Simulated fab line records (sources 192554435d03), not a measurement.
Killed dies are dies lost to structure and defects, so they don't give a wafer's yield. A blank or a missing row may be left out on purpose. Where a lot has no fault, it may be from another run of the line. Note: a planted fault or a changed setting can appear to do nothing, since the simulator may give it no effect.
fab line records	flow n5Finfet
record lots=10	wafers=26	lastDay=17
route steps=1938 shown MOL_CONTACT_COAG@607 BEOL_M0_SAQP@634 BEOL_M4@1111 PASSIVATION@1936
lots that met no fault: taken from a fault-free run of the same line
startH: hours from the record's first day to the start of the lot's first wafer shown	waitH: hours elapsed since this lot's preceding step	" same as the row above	L1.1+2: a row that stands for several wafers	- value missing, or start not given	* or withheld: withheld	< > ~ a bound
route shown NAME@n: NAME is a module with steps in the file, n the number in the route of the first one	usual: mean/standard deviation of fault-free wafers	same: alike in all rows	chamber/n: place in a boat	sites: per-site readings	_std_site: standard deviation across them	_edge_site: the outer-site mean with the inner-site mean subtracted	radiusMm: how far each site lies from the wafer's centre	mask NAME#n: copy n	behind: the last tool/chamber to shape the wafer	hold: why the lot went on hold/how many hours it stayed there/how the hold came to an end	device: which transistor (n, p or np) failed to switch	end of line: the same wafers' tests at the end of the route	step lacking rows: just its recipe	killed: the dies lost at the first sort to structure and to defects; this is not the yield of the wafer	map: a wafer's dies, x killed, . not, _ none there
set.NAME: setting as actually run; set.NAME@STEP: the setting as run at that earlier step	model.NAME: the simulator's own value behind a step, which no gauge read
route steps across a sampled set of lots; one table per step, one row per wafer
services: from which hour (startH, from the record's first day; less than 0 if before it) a tool's chamber was out of use, for how many hours, and why
## steps
# step N5_MOL_CONTACT_COAG_ETCH_66
# recipe chemistry=CF4	target=SiARC	targetDepthA=130	maskMaterial=CAR-EUV	timeS=21.7	ionEnergyEv=80	pressureMtorr=40	sourceW=545	biasW=36	Ar_flow_sccm=100	cf4FlowSccm=100	ends=cleared
# usual cf4FlowSccm=99.99/0.29	chamberPressureMTorr=40.00/0.037	drypumpMotorCurrentA=5.7/0.42	etchRfOnTimeS=21.4/0.53	oesProductAu=0.73/0.063	rfVppV=184.7/0.99	showerheadPlenumPTorr=2.18/0.062	throttleValvePct=15.47/0.27
lot.wafer	tool	chamber	startH	waitH	cf4FlowSccm	chamberPressureMTorr	drypumpMotorCurrentA	etchRfOnTimeS	oesProductAu	rfHoursCounterH	rfVppV	showerheadPlenumPTorr	throttleValvePct
L905.1	rieDiel-03	0	112.41	0.0	99.91	39.86	6.1	22.4	0.71	73	186.0	2.16	15.80
L905.3	"	3	"	"	100.32	39.96	5.7	21.7	0.74	30	185.1	2.17	15.26
L906.2	rieDiel-06	0	122.73	0.0	99.63	40.02	6.1	21.9	0.75	32	185.5	2.25	15.04
L906.3	"	1	"	"	100.25	39.97	6.1	21.6	0.69	84	182.6	2.08	15.54
L906.6	"	2	"	"	100.30	39.98	5.1	21.0	0.78	-	183.3	2.18	15.07
L911.1	rieDiel-03	1	145.12	0.0	100.25	39.96	5.7	20.6	0.83	8	185.5	2.27	15.38
L911.3	"	0	"	"	99.95	40.06	6.2	22.1	0.70	86	185.3	2.16	15.83
L915.2	rieDiel-03	2	172.27	0.0	100.14	40.04	5.5	21.4	0.77	35	185.1	2.26	15.67
L915.4	"	3	"	"	100.12	39.96	5.6	21.6	0.72	53	183.6	2.17	15.33
L915.6	"	1	"	"	99.73	40.02	5.6	21.0	0.79	-	185.2	2.27	15.42
L916.1	rieDiel-03	1	179.47	0.0	99.65	40.10	5.6	20.5	0.79	19	185.3	2.27	15.42
L916.3	"	2	"	"	100.26	40.00	5.5	20.8	0.77	37	186.1	2.26	15.68
L916.6	"	3	"	"	99.92	39.98	5.6	21.4	0.72	-	184.3	2.17	15.32
L917.1	rieDiel-02	3	190.21	0.0	99.77	39.96	4.9	21.7	0.69	89	184.9	2.17	15.28
L917.5	"	0	"	"	100.11	40.05	6.5	21.4	0.78	-	183.8	2.12	15.78
L917.6	"	3	"	"	99.86	40.05	4.9	21.7	0.69	-	184.8	2.17	15.26
L920.1	rieDiel-03	2	204.75	0.0	100.10	40.03	5.5	21.2	0.76	45	183.1	2.26	15.69
L920.2	"	0	"	"	99.64	39.91	6.1	22.2	0.69	106	184.0	2.15	15.87
L920.4	"	0	"	"	100.13	39.99	6.1	22.3	0.69	-	183.5	2.15	15.87
L924.4	rieDiel-02	0	227.23	0.0	100.00	39.99	6.4	21.2	0.77	-	183.4	2.11	15.81
L924.6	"	3	"	"	100.15	39.96	4.9	21.4	0.69	-	183.2	2.16	15.32
L925.3	rieDiel-03	1	231.04	0.0	100.15	40.07	5.6	20.8	0.77	32	185.5	2.26	15.44
L925.6	"	0	"	"	99.55	39.99	6.2	22.2	0.68	-	184.5	2.15	15.88
L926.1	rieDiel-06	3	239.57	0.0	99.78	40.03	5.8	20.2	0.71	94	185.0	2.25	15.44
L926.3	"	1	"	"	99.89	40.06	6.1	21.3	0.66	125	183.3	2.06	15.59
L926.4	"	0	"	"	99.66	40.02	6.1	22.1	0.69	77	186.3	2.24	15.12
# step N5_BEOL_M0_SAQP_HM_DEP_02
# recipe material=TiN	targetThkA=120	tempC=25	chamberPressurePa=0.49996
# usual chamberPressurePa=0.5001/0.00098	substrateTempC=24.99/0.11	throttleValvePct=30.2/0.95
lot.wafer	tool	chamber	startH	waitH	chamberPressurePa	substrateTempC	throttleValvePct
L905.1	pvdSputter-01	-	120.74	2.1	0.5025	25.03	31.8
L905.3	"	-	"	"	0.5009	24.91	30.8
L906.2	pvdSputter-02	-	129.98	2.2	0.5008	25.10	29.1
L906.3	"	-	"	"	0.5001	25.12	29.1
L906.6	"	-	"	"	0.5005	25.03	30.1
L911.1	pvdSputter-03	-	152.18	1.9	0.4993	25.21	31.6
L911.3	"	-	"	"	0.4992	24.93	29.6
L915.2	pvdSputter-02	-	181.18	3.9	-	-	-
L915.4	"	-	"	"	-	-	-
L915.6	"	-	"	"	-	-	-
L916.1	pvdSputter-02	-	186.00	0.6	-	-	-
L916.3	"	-	"	"	-	-	-
L916.6	"	-	"	"	-	-	-
L917.1	pvdSputter-02	-	195.83	0.3	-	-	-
L917.5	"	-	"	"	-	-	-
L917.6	"	-	"	"	-	-	-
L920.1	pvdSputter-02	-	211.95	2.0	0.4999	24.84	30.2
L920.2	"	-	"	"	0.4997	25.13	29.4
L920.4	"	-	"	"	0.4989	24.87	29.4
L924.4	pvdSputter-02	-	234.49	1.8	0.4999	25.07	29.6
L924.6	"	-	"	"	0.4996	24.86	29.1
L925.3	pvdSputter-01	-	237.99	2.0	0.4994	24.85	29.3
L925.6	"	-	"	"	0.5005	25.05	30.6
L926.1	pvdSputter-01	-	245.35	0.8	0.5005	24.82	30.3
L926.3	"	-	"	"	0.5006	24.86	29.5
L926.4	"	-	"	"	0.4984	24.81	30.8
# step N5_BEOL_M0_SAQP_PECVD_03
# recipe material=SiCN	targetThkA=120	tempC=withheld	precursor=3MS/NH3	pressureTorr=3	rfW=202	timeS=21.1
# usual showerheadPlenumPTorr=3.665/0.0091	throttleValvePct=8.9/0.46
lot.wafer	tool	chamber	startH	waitH	showerheadPlenumPTorr	sinceWetCleanH	throttleValvePct
L905.1	pecvd-03	0	120.86	0.1	3.670	1187	9.4
L905.3	"	1	"	"	3.660	1912	9.2
L906.2	pecvd-04	0	130.11	0.1	3.644	653	9.2
L906.3	"	1	"	"	3.652	1378	9.0
L906.6	"	2	"	"	3.673	-	9.1
L911.1	pecvd-04	1	152.32	0.1	3.663	1400	8.8
L911.3	"	0	"	"	3.655	675	9.0
L915.2	pecvd-04	2	181.30	0.1	3.674	2154	9.2
L915.4	"	0	"	"	3.658	-	8.9
L915.6	"	1	"	"	3.663	-	9.5
L916.1	pecvd-01	1	186.12	0.1	3.671	1615	9.7
L916.3	"	2	"	"	3.673	136	8.5
L916.6	"	0	"	"	3.672	-	8.3
L917.1	pecvd-01	0	195.95	0.1	3.660	455	8.2
L917.5	"	0	"	"	3.671	-	8.2
L917.6	"	1	"	"	3.661	-	9.2
L920.1	pecvd-01	2	212.07	0.1	3.670	162	8.1
L920.2	"	1	"	"	3.663	1641	9.6
L920.4	"	2	"	"	3.666	-	8.4
L924.4	pecvd-01	1	234.63	0.1	3.671	-	9.1
L924.6	"	0	"	"	3.676	-	8.1
L925.3	pecvd-01	0	238.12	0.1	3.661	498	8.2
L925.6	"	2	"	"	3.676	-	8.4
L926.1	pecvd-01	1	245.47	0.1	3.671	1674	9.1
L926.3	"	0	"	"	3.670	505	8.2
L926.4	"	0	"	"	3.674	-	8.4
# step N5_BEOL_M0_SAQP_PECVD_97
# recipe material=SiNx	targetThkA=230	tempC=350	precursor=SiH4/NH3/N2	pressureTorr=1.5	rfW=300	timeS=19.9
# usual heaterPowerOuterW=300/52	heaterPowerW=541/95	showerheadPlenumPTorr=5.14/0.042	throttleValvePct=39.2/1.9
lot.wafer	tool	chamber	startH	waitH	heaterPowerOuterW	heaterPowerW	showerheadPlenumPTorr	sinceWetCleanH	throttleValvePct
L905.1	pecvd-03	0	120.94	0.0	325	567	5.12	1187	41.5
L905.3	"	1	"	"	294	582	5.17	1912	40.7
L906.2	pecvd-04	0	130.18	0.0	291	526	5.06	653	39.1
L906.3	"	1	"	"	280	506	5.10	1378	40.9
L906.6	"	2	"	"	253	476	5.19	-	40.3
L911.1	pecvd-04	1	152.39	0.0	273	478	5.10	1400	40.6
L911.3	"	0	"	"	298	520	5.07	675	39.4
L915.2	pecvd-04	2	181.38	0.0	241	437	5.18	2154	40.2
L915.4	"	0	"	"	338	574	5.07	-	39.3
L915.6	"	1	"	"	276	489	5.09	-	40.7
L916.1	pecvd-01	1	186.20	0.0	254	438	5.15	1615	41.4
L916.3	"	2	"	"	295	544	5.14	136	36.7
L916.6	"	0	"	"	402	734	5.15	-	36.8
L917.1	pecvd-01	0	196.02	0.0	362	681	5.13	456	36.6
L917.5	"	0	"	"	372	676	5.16	-	36.3
L917.6	"	1	"	"	251	434	5.14	-	41.7
L920.1	pecvd-01	2	212.15	0.0	366	649	5.13	162	37.1
L920.2	"	1	"	"	234	405	5.14	1641	41.5
L920.4	"	2	"	"	361	630	5.15	-	37.2
L924.4	pecvd-01	1	234.71	0.0	218	395	5.14	-	41.8
L924.6	"	0	"	"	412	764	5.15	-	36.6
L925.3	pecvd-01	0	238.20	0.0	352	674	5.15	498	36.6
L925.6	"	2	"	"	372	641	5.16	-	37.1
L926.1	pecvd-01	1	245.54	0.0	266	471	5.13	1674	41.5
L926.3	"	0	"	"	387	710	5.14	505	36.6
L926.4	"	0	"	"	394	722	5.14	-	36.6
# step N5_BEOL_M4_RC_MEAS_101
# usual DIBL_N=36.3/1.6	DIBL_P=36.2/2	IOFF_N=0.160/0.028	IOFF_P=0.21/0.036	ION_N=677/11	ION_P=465/6.9	SS_N=71.5/0.55	SS_P=73.3/0.64	VT_N=250/3	VT_P=-250/3.5
lot.wafer	tool	chamber	startH	waitH	DIBL_N[mV/V]	DIBL_P[mV/V]	IOFF_N[nA/um]	IOFF_P[nA/um]	ION_N[uA/um]	ION_P[uA/um]	SS_N[mV/dec]	SS_P[mV/dec]	VT_N[mV]	VT_P[mV]
L905.1	prober-01	0	172.22	0.0	32.7	32.0	0.112	0.15	668	454	70.4	72.0	253	-257
L905.3	"	0	"	"	35.3	35.6	0.149	0.19	671	462	71.5	72.9	249	-253
L906.2	prober-01	0	193.52	0.2	37.0	35.5	0.146	0.23	678	464	71.7	72.9	249	-247
L906.3	"	0	"	"	38.2	37.4	0.175	0.26	678	474	71.3	73.4	247	-245
L906.6	"	0	"	"	39.1	37.2	0.185	0.27	683	467	72.3	73.3	247	-243
L911.1	prober-01	0	222.86	0.0	34.8	33.0	0.131	0.20	651	456	71.4	72.0	253	-250
L911.3	"	0	"	"	36.5	35.5	0.164	0.24	671	465	71.7	73.1	249	-245
L920.1	prober-02	0	276.75	0.0	34.3	35.0	0.128	0.18	662	465	71.2	72.5	253	-251
L920.2	"	0	"	"	33.1	34.0	0.112	0.17	660	458	71.3	72.6	255	-252
L920.4	"	0	"	"	35.6	37.1	0.155	0.21	689	472	71.4	73.0	249	-252
L924.4	prober-02	0	300.57	0.5	34.3	34.8	0.135	0.20	665	463	71.1	73.0	251	-249
L924.6	"	0	"	"	34.5	34.4	0.128	0.18	665	462	70.9	73.1	253	-252
L925.3	prober-01	0	306.05	0.3	36.7	35.4	0.172	0.21	682	463	71.5	73.3	247	-250
L925.6	"	0	"	"	35.5	34.4	0.151	0.20	684	465	71.0	73.7	246	-248
L926.1	prober-02	0	309.49	0.0	36.5	36.4	0.155	0.19	671	453	72.0	73.5	250	-254
L926.3	"	0	"	"	35.6	35.2	0.144	0.16	678	456	71.4	73.4	251	-257
L926.4	"	0	"	"	36.0	35.8	0.139	0.17	670	452	71.6	73.5	249	-253
# step N5_PASSIVATION_PROBE_49
# usual defectLimitedYield=91.2/1.5	killed_at_M0_to_M3=36/10	killed_at_M4_up=13/6	killedAtContacts=11/5.2	killedAtFrontEnd=40/11	killedAtOther=3.1/2.9	killedDies=104/17	killedOnRim=14/3.6	killedOpen=66/12	killedShort=34/7.7	sort_bin_5_function=5.1/0.91	sort_bin_6_memory=3.2/0.67	sortNPass=1076/17	sortYieldPct=91.2/1.5
# same grossDies=1180	killedAtBackSide=0	sort_bin_4_leakage[%]=0	sort_bin_8_speed[%]=0
lot.wafer	tool	chamber	startH	waitH	defectLimitedYield[%]	killed_at_M0_to_M3	killed_at_M4_up	killedAtContacts	killedAtFrontEnd	killedAtOther	killedDies	killedOnRim	killedOpen	killedShort	sort_bin_5_function[%]	sort_bin_6_memory[%]	sortNPass	sortYieldPct[%]
L915.2	prober-02	-	349.36	0.1	0	1089	21	12	53	5	1180	152	86	48	95.5	4.3	0	0
L915.4	prober-02	-	349.46	0.2	0	1131	11	5	31	2	1180	152	57	30	97.0	2.7	0	0
L915.6	prober-02	-	349.56	0.3	0	1110	10	10	44	6	1180	152	64	43	97.2	2.4	0	0
L916.1	prober-02	-	352.91	0.7	0	1115	13	17	34	1	1180	152	68	32	96.6	3.3	0	0
L916.3	prober-02	-	353.01	0.8	0	1133	10	6	30	1	1180	152	63	20	97.5	2.4	0	0
L916.6	prober-02	-	353.16	0.9	0	1102	18	11	45	4	1180	152	73	35	96.6	3.3	0	0
L917.1	prober-02	-	355.48	0.0	0	1131	11	7	31	0	1180	152	50	21	98.0	1.7	0	0
L917.5	prober-02	-	355.68	0.2	0	1124	12	10	34	0	1180	152	61	29	97.1	2.6	0	0
L917.6	prober-02	-	355.73	0.3	0	1105	14	15	46	0	1180	152	71	41	96.3	3.6	0	0
L920.1	prober-01	-	374.69	0.0	87.1	60	15	17	59	1	152	21	103	42	7.8	4.2	1028	87.1
L920.2	prober-01	-	374.74	0.1	90.3	56	11	5	42	0	114	15	82	31	5.6	3.6	1066	90.3
L920.4	prober-01	-	374.84	0.2	89.2	45	11	6	57	8	127	17	86	39	6.3	4.2	1053	89.2
# killed by level:class
L915.2 BEOL_M0_SAQP:areaDep=1046 BEOL_M0_SAQP:geometricParticle:open=14 FIN_SAQP:geometricParticle:short=12 FIN_SAQP:geometricParticle:open=12 BEOL_M0_SAQP:geometricParticle:short=11 STI_FIN_REVEAL:geometricParticle:open=10 MOL_CONTACT_COAG:geometricParticle:open=10 BEOL_M4:geometricParticle:open=9
L915.4 BEOL_M0_SAQP:areaDep=1093 BEOL_M0_SAQP:geometricParticle:short=9 STI_FIN_REVEAL:geometricParticle:open=8 BEOL_M3:geometricParticle:open=7 FIN_SAQP:geometricParticle:short=6 BEOL_M0_SAQP:geometricParticle:open=6 BEOL_M1:geometricParticle:open=6 FIN_SAQP:geometricParticle:open=5
L915.6 BEOL_M0_SAQP:areaDep=1073 FIN_SAQP:geometricParticle:open=11 FIN_SAQP:geometricParticle:short=11 BEOL_M2:geometricParticle:open=11 MOL_CONTACT_COAG:geometricParticle:open=10 BEOL_M0_SAQP:geometricParticle:short=8 BEOL_M3:geometricParticle:open=7 GATE_CUT:geometricParticle:short=6
L916.1 BEOL_M0_SAQP:areaDep=1080 MOL_CONTACT_COAG:geometricParticle:open=14 BEOL_M3:geometricParticle:open=11 BEOL_M2:geometricParticle:open=9 FIN_SAQP:geometricParticle:short=7 FIN_SAQP:geometricParticle:open=6 BEOL_M0:geometricParticle:open=5 STARTING-WAFER:geometricParticle:open=5
L916.3 BEOL_M0_SAQP:areaDep=1095 BEOL_M3:geometricParticle:open=12 BEOL_M0_SAQP:geometricParticle:open=8 STI_FIN_REVEAL:geometricParticle:open=6 MOL_CONTACT_COAG:geometricParticle:open=6 FIN_SAQP:geometricParticle:open=5 DUMMY_GATE:geometricParticle:open=5 BEOL_M2:geometricParticle:open=5
L916.6 BEOL_M0_SAQP:areaDep=1072 FIN_SAQP:geometricParticle:open=12 MOL_CONTACT_COAG:geometricParticle:open=9 BEOL_M3:geometricParticle:open=9 BEOL_M5:geometricParticle:open=7 FIN_SAQP:geometricParticle:short=6 DUMMY_GATE:geometricParticle:open=6 BEOL_M4:geometricParticle:open=6
L917.1 BEOL_M0_SAQP:areaDep=1108 STARTING-WAFER:geometricParticle:short=8 FIN_SAQP:geometricParticle:open=7 MOL_CONTACT_COAG:geometricParticle:open=7 STI_FIN_REVEAL:geometricParticle:open=5 BEOL_M4:geometricParticle:open=5 BEOL_M2:geometricParticle:open=4 BEOL_M3:geometricParticle:open=4
L917.5 BEOL_M0_SAQP:areaDep=1089 BEOL_M0_SAQP:geometricParticle:open=10 FIN_SAQP:geometricParticle:open=9 MOL_CONTACT_COAG:geometricParticle:open=9 FIN_SAQP:geometricParticle:short=8 BEOL_M0:geometricParticle:open=6 BEOL_M2:geometricParticle:short=6 BEOL_M4:geometricParticle:open=6
L917.6 BEOL_M0_SAQP:areaDep=1068 STI_FIN_REVEAL:geometricParticle:open=11 FIN_SAQP:geometricParticle:short=10 MOL_CONTACT_COAG:geometricParticle:open=9 BEOL_M2:geometricParticle:open=8 DUMMY_GATE:geometricParticle:open=7 BEOL_M1:geometricParticle:open=7 BEOL_M0_SAQP:geometricParticle:open=6
L920.1 BEOL_M2:geometricParticle:open=16 STI_FIN_REVEAL:geometricParticle:open=15 MOL_CONTACT_COAG:geometricParticle:open=13 FIN_SAQP:geometricParticle:open=11 BEOL_M0_SAQP:geometricParticle:short=11 DUMMY_GATE:geometricParticle:open=9 BEOL_M3:geometricParticle:open=9 BEOL_M4:geometricParticle:open=7
L920.2 BEOL_M3:geometricParticle:open=13 BEOL_M2:geometricParticle:open=12 STI_FIN_REVEAL:geometricParticle:open=11 BEOL_M0_SAQP:geometricParticle:open=10 BEOL_M0_SAQP:geometricParticle:short=8 BEOL_M1:geometricParticle:open=8 FIN_SAQP:geometricParticle:short=6 STI_FIN_REVEAL:geometricParticle:short=6
L920.4 BEOL_M1:geometricParticle:open=14 STI_FIN_REVEAL:geometricParticle:open=13 FIN_SAQP:geometricParticle:open=12 BEOL_M3:geometricParticle:open=10 STI_FIN_REVEAL:geometricParticle:short=7 DUMMY_GATE:geometricParticle:open=6 BEOL_M0_SAQP:geometricParticle:short=6 STARTING-WAFER:geometricParticle:short=6
## services
tool	chamber	startH	hours	kind
rieDiel-06	2	88.79	6.8	repair
rieDiel-06	-	92.52	4.2	repair
rieDiel-03	1	96.15	-	clean
rieDiel-03	1	96.15	-	consumableReplace:focusRing
rieDiel-03	1	96.15	-	consumableReplace:showerhead
rieDiel-03	1	96.15	24.7	scheduledDown
pvdSputter-01	-	107.88	1.9	repair
pecvd-01	-	111.13	28.1	pm
pvdSputter-03	-	117.71	8.4	repair
pecvd-01	-	158.67	0.7	repair
pvdSputter-03	-	169.46	17.4	repair
rieDiel-02	2	177.14	9.3	repair
rieDiel-02	1	178.63	14.1	repair
pecvd-04	2	181.58	5.5	scheduledDown
rieDiel-03	1	186.86	6.5	repair
pecvd-04	-	186.89	6.0	pm
pecvd-03	-	194.16	6.6	repair
pecvd-04	1	198.86	14.1	repair
rieDiel-03	1	202.38	5.7	repair
rieDiel-03	-	207.12	0.4	repair
pecvd-04	2	217.99	6.7	repair
pecvd-01	1	218.87	5.0	scheduledDown
rieDiel-02	2	220.79	6.6	repair
rieDiel-02	3	222.10	1.4	repair
## key
firstSign step=N5_BEOL_M0_SAQP_HM_DEP_02	reading=toolRecord	direction=missing
effect step=N5_PASSIVATION_PROBE_49	reading=killed_at_M0_to_M3	direction=up	sigmas=99+	usual=36	struck=1116
moreKillsBornAt N5_BEOL_M0_SAQP_HM_DEP_02@pvdSputter-02=9721
metAt N5_BEOL_M0_SAQP_HM_DEP_02
struckLots L915,L916,L917
laterRowsLeftOut L915.2,L915.4,L915.6,L916.1,L916.3,L916.6,L917.1,L917.5,L917.6
notActingAt N5_MOL_CONTACT_COAG_ETCH_66,N5_BEOL_M0_SAQP_PECVD_03,N5_BEOL_M0_SAQP_PECVD_97
onsetBetween 129.98 181.18
fault kind=skippedStepWhole	tool=pvdSputter-02	chamber=-	onsetH=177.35	steps=N5_BEOL_M0_SAQP_HM_DEP_02	scope=struckLotsOnly
# laterRowsLeftOut: the simulator's readings of these wafers behind a module that went badly wrong aren't trusted and aren't shown, but for the sort
